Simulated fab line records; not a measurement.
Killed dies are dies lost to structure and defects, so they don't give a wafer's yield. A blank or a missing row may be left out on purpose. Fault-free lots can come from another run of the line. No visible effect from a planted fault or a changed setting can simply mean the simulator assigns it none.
fab line records + flow n5Finfet + part 1 of 2: steps 1 to 6 of 7
[record]
- lots = 7
- wafers = 21
- lastDay = 19
route steps=1938 shown BEOL_M4@1111 BEOL_M5@1160 BEOL_M15@1830 PASSIVATION@1936
lots untouched by any fault: they come from a run of this same line in which no faults occurred
startH: start of the lot's first displayed wafer, in hours after the record's first day + waitH: how many hours have passed since the lot's step before this one + " repeats the value in the row above + L1.1+2: a single row standing in for several wafers + - value missing, or start not given + * or withheld: withheld + < > ~ a bound
route shown NAME@n: names a module that has steps shown in the file, with the first one's number in the route + usual: mean and standard deviation over wafers with no fault + same: alike in all rows + chamber/n: place in a boat + sites: per-site readings + _std_site: their standard deviation + _edge_site: the outer-site mean with the inner-site mean subtracted + radiusMm: how far each site lies from the wafer's centre + mask NAME#n: copy n + behind: the most recent tool/chamber to have shaped the wafer + hold: cause of the lot's hold/its duration in hours/its outcome + device: the transistor (n, p or np) that didn't switch + end of line: tests run on the same wafers once the route is complete + a step with no rows: only its recipe + killed: not the wafer's yield, but the dies lost to structure and defects at the first sort + map: shows each die of a wafer: x if killed, . if not, _ if none is there
set.NAME: the setting that was run; set.NAME@STEP: the one run at that earlier step + model.NAME: the simulator's own value behind a step, which no gauge read
route steps across a sampled set of lots; one table per step, one row per wafer
services: the hour from which a tool's chamber was out of use, counted from the record's first day as startH (under 0 if before that day), plus the number of hours and why
[[steps]]
[step N5_BEOL_M4_RC_MEAS_101]
[usual]
- DIBL_N = 36.3/2.2
- DIBL_P = 36.0/2.4
- IOFF_N = 0.16/0.042
- IOFF_P = 0.22/0.041
- ION_N = 672/14
- ION_P = 462/7.9
- SS_N = 71.7/0.76
- SS_P = 73.3/0.72
- VT_N = 250/3.6
- VT_P = -249/3
| lot.wafer | tool      | chamber | startH | waitH | DIBL_N[mV/V] | DIBL_P[mV/V] | IOFF_N[nA/um] | IOFF_P[nA/um] | ION_N[uA/um] | ION_P[uA/um] | SS_N[mV/dec] | SS_P[mV/dec] | VT_N[mV] | VT_P[mV] |
|-----------|-----------|---------|--------|-------|--------------|--------------|---------------|---------------|--------------|--------------|--------------|--------------|----------|----------|
| L873.2    | prober-02 | 0       | 209.20 | 0.2   | 35.0         | 34.9         | 0.15          | 0.21          | 661          | 459          | 71.3         | 72.7         | 253      | -249     |
| L873.5    | "         | 0       | "      | "     | 35.1         | 34.7         | 0.15          | 0.21          | 672          | 462          | 70.9         | 73.5         | 251      | -250     |
| L873.6    | "         | 0       | "      | "     | 37.3         | 37.2         | 0.20          | 0.27          | 673          | 466          | 71.7         | 74.0         | 247      | -247     |
| L878.1    | prober-02 | 0       | 243.44 | 0.0   | 40.4         | 38.4         | 0.35          | 0.28          | 682          | 459          | 75.0         | 73.8         | 244      | -248     |
| L878.2    | "         | 0       | "      | "     | 36.1         | 35.9         | 0.17          | 0.22          | 662          | 457          | 71.7         | 73.2         | 249      | -250     |
| L878.6    | "         | 0       | "      | "     | 36.4         | 36.5         | 0.17          | 0.23          | 650          | 448          | 72.5         | 73.4         | 250      | -252     |
| L882.1    | prober-01 | 0       | 285.49 | 0.0   | 38.7         | 37.8         | 0.20          | 0.27          | 682          | 466          | 72.4         | 74.4         | 246      | -247     |
| L882.2    | "         | 0       | "      | "     | 36.1         | 35.1         | 0.13          | 0.21          | 671          | 471          | 70.9         | 72.9         | 253      | -249     |
| L882.5    | "         | 0       | "      | "     | 37.1         | 34.7         | 0.14          | 0.22          | 649          | 452          | 72.4         | 73.1         | 254      | -250     |
| L886.1    | prober-02 | 0       | 316.38 | 0.0   | 36.8         | 37.1         | 0.18          | 0.24          | 679          | 464          | 72.0         | 73.5         | 247      | -248     |
| L886.4    | "         | 0       | "      | "     | 36.5         | 38.0         | 0.20          | 0.26          | 706          | 483          | 71.7         | 73.3         | 243      | -245     |
| L886.5    | "         | 0       | "      | "     | 36.3         | 37.4         | 0.18          | 0.23          | 692          | 467          | 71.8         | 73.1         | 248      | -246     |
| L888.2    | prober-01 | 0       | 316.66 | 0.2   | 39.2         | 37.0         | 0.23          | 0.21          | 668          | 447          | 74.3         | 73.7         | 251      | -253     |
| L888.5    | "         | 0       | "      | "     | 38.6         | 38.2         | 0.20          | 0.22          | 685          | 460          | 72.2         | 73.6         | 249      | -251     |
| L888.6    | "         | 0       | "      | "     | 38.5         | 37.3         | 0.20          | 0.21          | 688          | 454          | 72.5         | 73.6         | 250      | -250     |
| L889.1    | prober-02 | 0       | 333.91 | 0.0   | 36.6         | 36.4         | 0.15          | 0.18          | 655          | 445          | 72.2         | 73.0         | 253      | -253     |
| L889.3    | "         | 0       | "      | "     | 34.5         | 35.3         | 0.13          | 0.18          | 664          | 459          | 70.8         | 72.3         | 251      | -255     |
| L889.6    | "         | 0       | "      | "     | 33.8         | 34.7         | 0.11          | 0.16          | 657          | 453          | 70.8         | 72.7         | 255      | -252     |
| L887.2    | prober-01 | 0       | 342.46 | 0.6   | 33.2         | 34.8         | 0.14          | 0.19          | 674          | 468          | 70.5         | 72.9         | 251      | -251     |
| L887.3    | "         | 0       | "      | "     | 34.1         | 35.7         | 0.15          | 0.19          | 685          | 470          | 71.1         | 72.8         | 249      | -251     |
| L887.6    | "         | 0       | "      | "     | 33.4         | 34.9         | 0.14          | 0.20          | 672          | 465          | 71.2         | 72.7         | 250      | -250     |
[step N5_BEOL_M5_TRENCH_ETCH_37]
[recipe]
- chemistry = C4F6/O2
- targetDepthA = 716.52
- target = SiCOH_lowk
- timeS = 24.7
- ionEnergyEv = 250
- pressureMtorr = 30
- sourceW = 345
- biasW = 185
- Ar_flow_sccm = 300
- C4F6_flow_sccm = 10
- O2_flow_sccm = 10
[usual]
- drypumpMotorCurrentA = 5.5/0.51
- oesProductAu = 0.79/0.077
- rfVppV = 665/11
- showerheadPlenumPTorr = 2.86/0.066
- throttleValvePct = 20.94/0.18
| lot.wafer | tool       | chamber | startH | waitH | drypumpMotorCurrentA | oesProductAu | rfHoursCounterH | rfVppV | showerheadPlenumPTorr | throttleValvePct |
|-----------|------------|---------|--------|-------|----------------------|--------------|-----------------|--------|-----------------------|------------------|
| L873.2    | rieDiel-06 | 3       | -      | -     | 6.3                  | 0.93         | 14              | 663    | 2.80                  | 20.81            |
| L873.5    | "          | 1       | "      | "     | 5.5                  | 0.74         | -               | 659    | 2.95                  | 21.15            |
| L873.6    | "          | 0       | "      | "     | 4.9                  | 0.68         | -               | 655    | 2.82                  | 20.76            |
| L878.1    | rieDiel-02 | 3       | -      | -     | 5.0                  | 0.73         | 190             | 672    | 2.96                  | 20.85            |
| L878.2    | "          | 1       | "      | "     | 5.7                  | 0.77         | 163             | 658    | 2.82                  | 20.76            |
| L878.6    | "          | 2       | "      | "     | 6.4                  | 0.91         | -               | 670    | 2.93                  | 20.99            |
| L882.1    | rieDiel-06 | 3       | -      | -     | 6.3                  | 0.87         | 38              | 662    | 2.79                  | 20.85            |
| L882.2    | "          | 1       | "      | "     | 5.5                  | 0.73         | 209             | 660    | 2.94                  | 21.19            |
| L882.5    | "          | 0       | "      | "     | 4.9                  | 0.91         | -               | 655    | 2.81                  | 20.42            |
| L888.2    | rieDiel-06 | 1       | -      | -     | 5.6                  | 0.72         | 214             | 659    | 2.93                  | 21.19            |
| L888.5    | "          | 1       | "      | "     | 5.5                  | 0.72         | -               | 659    | 2.93                  | 21.20            |
| L888.6    | "          | 2       | "      | "     | 5.8                  | 0.72         | -               | 671    | 2.81                  | 21.20            |
| L886.1    | rieDiel-04 | 1       | -      | -     | 6.1                  | 0.72         | 210             | 665    | 2.94                  | 20.92            |
| L886.4    | "          | 0       | "      | "     | 5.1                  | 0.76         | 135             | 657    | 2.85                  | 20.96            |
| L886.5    | "          | 0       | "      | "     | 5.1                  | 0.76         | -               | 656    | 2.85                  | 20.94            |
| L889.1    | rieDiel-06 | 3       | -      | -     | 6.2                  | 0.85         | 51              | 660    | 2.79                  | 20.86            |
| L889.3    | "          | 2       | "      | "     | 5.8                  | 0.71         | 208             | 673    | 2.81                  | 21.21            |
| L889.6    | "          | 1       | "      | "     | 5.4                  | 0.72         | -               | 659    | 2.93                  | 21.21            |
| L887.2    | rieDiel-04 | 2       | -      | -     | 5.0                  | 0.80         | 123             | 693    | 2.75                  | 21.13            |
| L887.3    | "          | 3       | "      | "     | 5.3                  | 0.78         | 100             | 652    | 2.89                  | 20.99            |
| L887.6    | "          | 2       | "      | "     | 5.0                  | 0.80         | -               | 690    | 2.75                  | 21.14            |
[step N5_BEOL_M5_ETCH_41]
[recipe]
- chemistry = CH3F/O2
- target = SiCN
- targetDepthA = 315
- taperDeg = 2
- timeS = 56.7
- ionEnergyEv = 120
- maskMaterial = TiN
- pressureMtorr = 30
- sourceW = 395
- biasW = 75
- Ar_flow_sccm = 150
- CH3F_flow_sccm = 30
- O2_flow_sccm = 20
[usual]
- drypumpMotorCurrentA = 5.5/0.51
- oesProductAu = 0.79/0.078
- rfVppV = 297.5/1.2
- showerheadPlenumPTorr = 2.01/0.049
- throttleValvePct = 16.33/0.19
| lot.wafer | tool       | chamber | startH | waitH | drypumpMotorCurrentA | oesProductAu | rfHoursCounterH | rfVppV | showerheadPlenumPTorr | throttleValvePct |
|-----------|------------|---------|--------|-------|----------------------|--------------|-----------------|--------|-----------------------|------------------|
| L873.2    | rieDiel-06 | 3       | -      | -     | 6.3                  | 0.91         | 14              | 296.1  | 1.96                  | 16.10            |
| L873.5    | "          | 1       | "      | "     | 5.5                  | 0.75         | -               | 299.5  | 2.08                  | 16.55            |
| L873.6    | "          | 0       | "      | "     | 4.9                  | 0.68         | -               | 296.6  | 1.98                  | 16.21            |
| L878.1    | rieDiel-02 | 3       | -      | -     | 4.9                  | 0.73         | 190             | 299.5  | 2.08                  | 16.28            |
| L878.2    | "          | 1       | "      | "     | 5.7                  | 0.76         | 163             | 296.6  | 1.98                  | 16.22            |
| L878.6    | "          | 2       | "      | "     | 6.4                  | 0.90         | -               | 297.7  | 2.06                  | 16.31            |
| L882.1    | rieDiel-06 | 3       | -      | -     | 6.3                  | 0.87         | 38              | 296.5  | 1.96                  | 16.16            |
| L882.2    | "          | 1       | "      | "     | 5.5                  | 0.72         | 209             | 299.7  | 2.07                  | 16.62            |
| L882.5    | "          | 0       | "      | "     | 4.9                  | 0.91         | -               | 296.6  | 1.98                  | 15.79            |
| L888.2    | rieDiel-06 | 1       | -      | -     | 5.5                  | 0.72         | 214             | 299.8  | 2.07                  | 16.63            |
| L888.5    | "          | 1       | "      | "     | 5.5                  | 0.73         | -               | 298.5  | 2.07                  | 16.61            |
| L888.6    | "          | 2       | "      | "     | 5.8                  | 0.72         | -               | 295.5  | 1.97                  | 16.63            |
| L886.1    | rieDiel-04 | 1       | -      | -     | 6.1                  | 0.71         | 210             | 298.4  | 2.07                  | 16.38            |
| L886.4    | "          | 0       | "      | "     | 5.1                  | 0.75         | 135             | 298.4  | 2.00                  | 16.37            |
| L886.5    | "          | 0       | "      | "     | 5.1                  | 0.76         | -               | 298.4  | 2.00                  | 16.35            |
| L889.1    | rieDiel-06 | 3       | -      | -     | 6.3                  | 0.86         | 51              | 297.6  | 1.95                  | 16.18            |
| L889.3    | "          | 2       | "      | "     | 5.8                  | 0.72         | 208             | 297.7  | 1.97                  | 16.64            |
| L889.6    | "          | 1       | "      | "     | 5.5                  | 0.72         | -               | 298.0  | 2.06                  | 16.64            |
| L887.2    | rieDiel-04 | 2       | -      | -     | 5.0                  | 0.80         | 123             | 295.5  | 1.93                  | 16.48            |
| L887.3    | "          | 3       | "      | "     | 5.3                  | 0.79         | 100             | 296.9  | 2.03                  | 16.38            |
| L887.6    | "          | 2       | "      | "     | 4.9                  | 0.80         | -               | 296.4  | 1.93                  | 16.49            |
[step N5_BEOL_M5_ALD_86]
[recipe]
- material = TaN
- targetThkA = *
- tempC = 275
- aldPrecursorFamily = PDMAT
- aldCoReactant = NH3
- pressureTorr = 3
- carrierFlowSccm = 1500
- pulseTimeS = 2
- purgeTimeS = 3
- coReactantPurgeTimeS = 2
- coReactantPulseTimeS = 3
- aldCycles = 30
- precursorVesselTempC = 75
- precursorVesselPressureTorr = 26.25
- precursorVesselCarrierSccm = 1000
[usual]
- aldCycles = 30/0
- heaterPowerW = 430/43
- precursorVesselTempC = 74.99/0.12
| lot.wafer | tool        | chamber | startH | waitH | aldCycles | heaterPowerW | precursorVesselTempC | sinceWetCleanH |
|-----------|-------------|---------|--------|-------|-----------|--------------|----------------------|----------------|
| L873.2    | aldMetal-03 | 2       | 216.09 | 0.0   | 15        | 421          | 75.00                | 2956           |
| L873.5    | "           | 0       | "      | "     | 30        | 377          | 75.00                | -              |
| L873.6    | "           | 3       | "      | "     | 30        | 473          | 74.95                | -              |
| L878.1    | aldMetal-01 | 3       | 251.25 | 0.0   | 30        | 409          | 74.95                | 6068           |
| L878.2    | "           | 0       | "      | "     | 30        | 436          | 74.95                | 6068           |
| L878.6    | "           | 1       | "      | "     | 30        | 491          | 75.07                | -              |
| L882.1    | aldMetal-03 | 0       | 293.91 | 0.1   | 30        | 381          | 75.04                | 3034           |
| L882.2    | "           | 3       | "      | "     | 30        | 481          | 74.89                | 3034           |
| L882.5    | "           | 1       | "      | "     | 30        | 472          | 75.05                | -              |
| L888.2    | aldMetal-01 | 0       | 325.16 | 0.1   | 30        | 444          | 75.03                | 6142           |
| L888.5    | "           | 1       | "      | "     | 30        | 492          | 75.02                | -              |
| L888.6    | "           | 2       | "      | "     | 30        | 429          | 74.89                | -              |
| L886.1    | aldMetal-03 | 1       | 325.33 | 0.0   | 30        | 469          | 74.87                | 3065           |
| L886.4    | "           | 3       | "      | "     | 30        | 473          | 75.13                | 3065           |
| L886.5    | "           | 3       | "      | "     | 30        | 476          | 75.09                | -              |
| L889.1    | aldMetal-03 | 3       | 339.84 | 0.1   | 30        | 471          | 75.21                | 3080           |
| L889.3    | "           | 2       | "      | "     | 30        | 403          | 75.05                | 3080           |
| L889.6    | "           | 2       | "      | "     | 30        | 426          | 75.07                | -              |
| L887.2    | aldMetal-03 | 3       | 350.22 | 0.0   | 30        | 488          | 74.93                | 3090           |
| L887.3    | "           | 1       | "      | "     | 30        | 474          | 75.05                | 3090           |
| L887.6    | "           | 0       | "      | "     | 30        | 367          | 75.05                | -              |
[step N5_BEOL_M5_ANNEAL_49]
[recipe]
- tempC = 400
- timeS = 1800
- ambient = vacuum
[usual]
- heaterPowerW = 838/73
| lot.wafer | tool          | chamber | startH | waitH | heaterPowerW |
|-----------|---------------|---------|--------|-------|--------------|
| L873.2    | pvdSputter-02 | -       | 216.69 | 0.0   | 874          |
| L873.5    | "             | -       | "      | "     | 778          |
| L873.6    | "             | -       | "      | "     | 770          |
| L878.1    | pvdSputter-01 | -       | 251.82 | 0.0   | 797          |
| L878.2    | "             | -       | "      | "     | 833          |
| L878.6    | "             | -       | "      | "     | 792          |
| L882.1    | pvdSputter-03 | -       | 294.53 | 0.0   | 845          |
| L882.2    | "             | -       | "      | "     | 938          |
| L882.5    | "             | -       | "      | "     | 883          |
| L888.2    | pvdSputter-03 | -       | 325.69 | 0.0   | 766          |
| L888.5    | "             | -       | "      | "     | 812          |
| L888.6    | "             | -       | "      | "     | 940          |
| L886.1    | pvdSputter-01 | -       | 325.85 | 0.0   | 760          |
| L886.4    | "             | -       | "      | "     | 805          |
| L886.5    | "             | -       | "      | "     | 787          |
| L889.1    | pvdSputter-03 | -       | 341.03 | 0.0   | 860          |
| L889.3    | "             | -       | "      | "     | 782          |
| L889.6    | "             | -       | "      | "     | 777          |
| L887.2    | pvdSputter-02 | -       | 351.23 | 0.0   | 797          |
| L887.3    | "             | -       | "      | "     | 779          |
| L887.6    | "             | -       | "      | "     | 792          |
[step N5_BEOL_M15_RC_MEAS_101]
[usual]
- COMB_M10 = 1.5e-11/3.3e-12
- COMB_M11 = 1.46e-11/3e-12
- COMB_M12 = 6.8e-12/1.5e-12
- COMB_M12_max_site = 9.4e-12/2.3e-12
- COMB_M13 = 4.9e-12/1.3e-12
- COMB_M14 = 4e-12/1.1e-12
- COMB_M15 = 2.7e-12/9e-13
- COMB_M5 = 3.6e-11/8e-12
- COMB_M5_max_site = 5.3e-11/1.2e-11
- COMB_M6 = 2.6e-11/5.7e-12
- COMB_M7 = 2.6e-11/6e-12
- COMB_M8 = 2.5e-11/5.7e-12
- COMB_M9 = 1.4e-11/3.2e-12
- SERP_M10 = 3.10/0.092
- SERP_M11 = 3.08/0.077
- SERP_M12 = 0.639/0.019
- SERP_M13 = 0.310/0.0062
- SERP_M14 = 0.163/0.0048
- SERP_M5 = 38.1/1.8
- SERP_M6 = 14.0/0.66
- SERP_M7 = 14.0/0.48
- SERP_M8 = 13.9/0.65
- SERP_M9 = 3.09/0.094
| lot.wafer | tool      | chamber | startH | waitH | COMB_M10[S/m] | COMB_M11[S/m] | COMB_M12[S/m] | COMB_M12_max_site[S/m] | COMB_M13[S/m] | COMB_M14[S/m] | COMB_M15[S/m] | COMB_M5[S/m] | COMB_M5_max_site[S/m] | COMB_M6[S/m] | COMB_M7[S/m] | COMB_M8[S/m] | COMB_M9[S/m] | SERP_M10[ohm/um] | SERP_M11[ohm/um] | SERP_M12[ohm/um] | SERP_M13[ohm/um] | SERP_M14[ohm/um] | SERP_M5[ohm/um] | SERP_M6[ohm/um] | SERP_M7[ohm/um] | SERP_M8[ohm/um] | SERP_M9[ohm/um] |
|-----------|-----------|---------|--------|-------|---------------|---------------|---------------|------------------------|---------------|---------------|---------------|--------------|-----------------------|--------------|--------------|--------------|--------------|------------------|------------------|------------------|------------------|------------------|-----------------|-----------------|-----------------|-----------------|-----------------|
| L873.2    | prober-01 | 0       | 289.97 | 0.2   | 1.4e-11       | 1.05e-11      | 4.5e-12       | 6.6e-12                | 6.7e-12       | 4e-12         | 1.6e-12       | 4.18e-10     | 4.78e-10              | 2.8e-11      | 2.9e-11      | 1.7e-11      | 1.2e-11      | 2.93             | 3.21             | 0.654            | 0.295            | 0.165            | 33.3            | 13.9            | 13.5            | 13.5            | 3.18            |
| L873.5    | "         | 0       | "      | "     | 1.3e-11       | 9.3e-12       | 4.2e-12       | 6e-12                  | 4.7e-12       | 4.2e-12       | 1.5e-12       | 2.9e-11      | 3.4e-11               | 3.4e-11      | 2.6e-11      | 2e-11        | 9e-12        | 3.00             | 3.11             | 0.638            | 0.310            | 0.165            | 38.6            | 13.6            | 13.6            | 13.1            | 3.21            |
| L873.6    | "         | 0       | "      | "     | 1.7e-11       | 9.4e-12       | 5.5e-12       | 6.7e-12                | 4.4e-12       | 4.2e-12       | 1.7e-12       | 2.5e-11      | 3.5e-11               | 3.3e-11      | 2.2e-11      | 2.2e-11      | 8e-12        | 3.04             | 2.93             | 0.668            | 0.320            | 0.163            | 40.2            | 13.9            | 13.4            | 14.1            | 3.05            |
| L878.1    | prober-01 | 0       | 331.89 | 0.0   | 1.1e-11       | 1.61e-11      | 7.8e-12       | 9.4e-12                | 3e-12         | 1.8e-12       | 2.2e-12       | 4.7e-11      | 5.1e-11               | 3.3e-11      | 2.4e-11      | 2.3e-11      | 2.1e-11      | 2.98             | 3.12             | 0.635            | 0.315            | 0.166            | 39.0            | 13.5            | 14.0            | 12.6            | 3.04            |
| L878.2    | "         | 0       | "      | "     | 9e-12         | 1.92e-11      | 4.2e-12       | 7.9e-12                | 3.4e-12       | 3.2e-12       | 2.3e-12       | 3.3e-11      | 5.5e-11               | 2.5e-11      | 1.7e-11      | 1.8e-11      | 1.9e-11      | 3.03             | 2.97             | 0.632            | 0.309            | 0.159            | 38.5            | 13.8            | 13.6            | 13.0            | 3.13            |
| L878.6    | "         | 0       | "      | "     | 1.3e-11       | 1.48e-11      | 6.2e-12       | 8.9e-12                | 4.1e-12       | 2.3e-12       | 1.6e-12       | 5e-11        | 6.8e-11               | 3e-11        | 2.4e-11      | 2e-11        | 1.9e-11      | 2.92             | 3.04             | 0.635            | 0.318            | 0.159            | 37.8            | 14.7            | 14.4            | 13.3            | 3.07            |
| L882.1    | prober-01 | 0       | 381.35 | 0.0   | 1.3e-11       | 1.45e-11      | 7.2e-12       | 1.03e-11               | 3.5e-12       | 2.6e-12       | 1.3e-12       | 3.5e-11      | 6.1e-11               | 2.6e-11      | 3e-11        | 2.7e-11      | 1.3e-11      | 3.09             | 3.13             | 0.599            | 0.319            | 0.166            | 38.8            | 13.8            | 14.2            | 13.3            | 3.04            |
| L882.2    | "         | 0       | "      | "     | 1.3e-11       | 9.1e-12       | 7.3e-12       | 1.23e-11               | 4.4e-12       | 2.9e-12       | 1.4e-12       | 3.8e-11      | 5.1e-11               | 2e-11        | 1.8e-11      | 2.7e-11      | 1.3e-11      | 3.05             | 3.04             | 0.609            | 0.310            | 0.156            | 37.2            | 13.7            | 13.2            | 13.5            | 3.06            |
| L882.5    | "         | 0       | "      | "     | 1.2e-11       | 1.35e-11      | 7.3e-12       | 9.1e-12                | 5.1e-12       | 2.7e-12       | 1.3e-12       | 3.9e-11      | 6.5e-11               | 2.9e-11      | 1.7e-11      | 1.7e-11      | 1.5e-11      | 3.05             | 2.99             | 0.612            | 0.305            | 0.156            | 37.6            | 13.5            | 13.1            | 13.8            | 2.88            |
| L886.1    | prober-02 | 0       | 415.70 | 0.0   | 1.9e-11       | 1.47e-11      | 6.4e-12       | 7.2e-12                | 5.1e-12       | 4.9e-12       | 4.1e-12       | 3.6e-11      | 4.7e-11               | 2.2e-11      | 2.3e-11      | 2.5e-11      | 1.3e-11      | 3.17             | 3.06             | 0.623            | 0.315            | 0.171            | 37.3            | 15.6            | 14.0            | 13.7            | 3.12            |
| L886.4    | "         | 0       | "      | "     | 1.2e-11       | 1.94e-11      | 7.3e-12       | 9.7e-12                | 4.6e-12       | 4.7e-12       | 3.4e-12       | 3e-11        | 3.9e-11               | 3e-11        | 2e-11        | 2.7e-11      | 1.9e-11      | 3.06             | 3.13             | 0.615            | 0.306            | 0.162            | 37.4            | 15.3            | 13.4            | 13.0            | 2.91            |
| L886.5    | "         | 0       | "      | "     | 1.7e-11       | 1.91e-11      | 6.5e-12       | 9.2e-12                | 7.1e-12       | 4.6e-12       | 3e-12         | 3.8e-11      | 4.9e-11               | 2.3e-11      | 2.5e-11      | 1.9e-11      | 1.3e-11      | 3.10             | 3.08             | 0.644            | 0.300            | 0.169            | 39.0            | 14.1            | 13.7            | 14.0            | 2.98            |
| L888.2    | prober-01 | 0       | 420.86 | 0.2   | 1.8e-11       | 1.33e-11      | 5e-12         | 6.5e-12                | 3.5e-12       | 2.9e-12       | 1.8e-12       | 2.7e-11      | 3.9e-11               | 1.7e-11      | 1.9e-11      | 2e-11        | 1.3e-11      | 3.16             | 3.11             | 0.650            | 0.314            | 0.161            | 38.5            | 14.0            | 14.1            | 13.7            | 3.13            |
| L888.5    | "         | 0       | "      | "     | 1.5e-11       | 1.51e-11      | 6.4e-12       | 8.3e-12                | 5.1e-12       | 3.2e-12       | 1.7e-12       | 3.6e-11      | 5e-11                 | 1.8e-11      | 2.2e-11      | 1.6e-11      | 1.7e-11      | 3.20             | 3.09             | 0.646            | 0.313            | 0.159            | 39.3            | 13.2            | 13.7            | 13.0            | 3.16            |
| L888.6    | "         | 0       | "      | "     | 1.7e-11       | 1.54e-11      | 7e-12         | 1.19e-11               | 3.6e-12       | 3.2e-12       | 9e-13         | 5e-11        | 6.4e-11               | 1.6e-11      | 1.9e-11      | 2.2e-11      | 1.2e-11      | 2.96             | 3.10             | 0.631            | 0.307            | 0.157            | 40.6            | 12.8            | 14.9            | 13.5            | 3.20            |
| L889.1    | prober-02 | 0       | 445.62 | 0.0   | 1.4e-11       | 1.76e-11      | 7.1e-12       | 9.2e-12                | 5.4e-12       | 4.1e-12       | 3.3e-12       | 3.8e-11      | 6.4e-11               | 1.9e-11      | 2.1e-11      | 3e-11        | 9e-12        | 3.02             | 3.02             | 0.630            | 0.306            | 0.165            | 37.6            | 13.1            | 14.1            | 13.6            | 3.10            |
| L889.3    | "         | 0       | "      | "     | 1.4e-11       | 1.56e-11      | 9.3e-12       | 1.07e-11               | 8.1e-12       | 5e-12         | 2.4e-12       | 3.3e-11      | 4.6e-11               | 2.7e-11      | 2.1e-11      | 2.7e-11      | 1.5e-11      | 2.94             | 3.03             | 0.631            | 0.317            | 0.158            | 41.6            | 13.0            | 13.8            | 14.1            | 3.04            |
| L889.6    | "         | 0       | "      | "     | 1.9e-11       | 1.9e-11       | 7.2e-12       | 1e-11                  | 6.3e-12       | 4.2e-12       | 3e-12         | 3.4e-11      | 4.8e-11               | 2.7e-11      | 2.3e-11      | 3.1e-11      | 1.4e-11      | 2.94             | 2.99             | 0.642            | 0.308            | 0.158            | 40.2            | 13.1            | 14.0            | 12.9            | 3.04            |
| L887.2    | prober-02 | 0       | 449.96 | 0.2   | 2e-11         | 1.2e-11       | 8.2e-12       | 1.23e-11               | 7.7e-12       | 5.9e-12       | 3.9e-12       | 3.9e-11      | 6.7e-11               | 2.4e-11      | 2.3e-11      | 2.1e-11      | 1e-11        | 3.11             | 3.21             | 0.651            | 0.311            | 0.163            | 37.6            | 14.3            | 13.9            | 13.9            | 3.15            |
| L887.3    | "         | 0       | "      | "     | 2.3e-11       | 1.41e-11      | 6.9e-12       | 1.22e-11               | 5.1e-12       | 4.5e-12       | 2.8e-12       | 3.9e-11      | 6.2e-11               | 2.2e-11      | 2.2e-11      | 2.5e-11      | 1.1e-11      | 3.08             | 3.10             | 0.660            | 0.308            | 0.163            | 38.6            | 14.1            | 14.8            | 13.8            | 3.22            |
| L887.6    | "         | 0       | "      | "     | 2.1e-11       | 1.79e-11      | 8.1e-12       | 9.3e-12                | 4.3e-12       | 5.5e-12       | 3.6e-12       | 2.8e-11      | 4.1e-11               | 2.1e-11      | 2.8e-11      | 2.5e-11      | 1.2e-11      | 3.10             | 3.13             | 0.637            | 0.318            | 0.166            | 36.5            | 13.6            | 13.8            | 13.9            | 3.19            |
// sites COMB_M5 radiusMm=0,75,75,75,75,140,140,140,140
L873.2 4.18e-10 3.78e-10 2.26e-10 4.69e-10 3.85e-10 4.55e-10 3.35e-10 4.78e-10 4.42e-10
L878.1 3.8e-11 3.6e-11 4.9e-11 4.7e-11 5.1e-11 5e-11 4.9e-11 3.4e-11 3.7e-11
L882.1 3.6e-11 3.5e-11 3.6e-11 2.6e-11 3.3e-11 3.6e-11 6.1e-11 2.8e-11 2.6e-11
L886.1 2.3e-11 3.8e-11 2.7e-11 4.7e-11 3.6e-11 3.9e-11 4.7e-11 3.1e-11 3e-11
L888.2 2.5e-11 3.1e-11 1.9e-11 3.8e-11 2.7e-11 3.9e-11 2.6e-11 2.7e-11 2.7e-11
L889.1 2.8e-11 4e-11 3.3e-11 2.8e-11 3.8e-11 4.1e-11 3.9e-11 3.5e-11 6.4e-11
L887.2 2.8e-11 3.4e-11 3.9e-11 4.2e-11 3.2e-11 4.4e-11 6.7e-11 3.6e-11 4.1e-11
[[key]]
[firstSign]
- step = N5_BEOL_M5_ALD_86
- reading = aldCycles
- direction = down
- sigmas = 99+
- usual = *
- struck = *
[effect]
- step = N5_BEOL_M15_RC_MEAS_101
- reading = COMB_M5
- direction = up
- sigmas = 48
- usual = 3.6e-11
- struck = 4.18e-10
[effect]
- step = N5_PASSIVATION_PROBE_49
- reading = sort_bin_4_leakage
- direction = up
- sigmas = 45
- usual = 0.03
- struck = 10.93
[moreKillsBornAt]
- N5_BEOL_M5_ALD_86@aldMetal-03 = 129
metAt N5_BEOL_M5_ALD_86
struckLots L873
struckWafers L873.2
notActingAt N5_BEOL_M5_TRENCH_ETCH_37,N5_BEOL_M5_ETCH_41,N5_BEOL_M5_ANNEAL_49
[fault]
- kind = processParameterDrift
- tool = aldMetal-03
- chamber = 2
- onsetH = 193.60
- steps = N5_BEOL_M5_ALD_86
- channel = aldCycles
- offset = *
- shape = step
- endH = 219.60
- actsIn = *
- stated = *
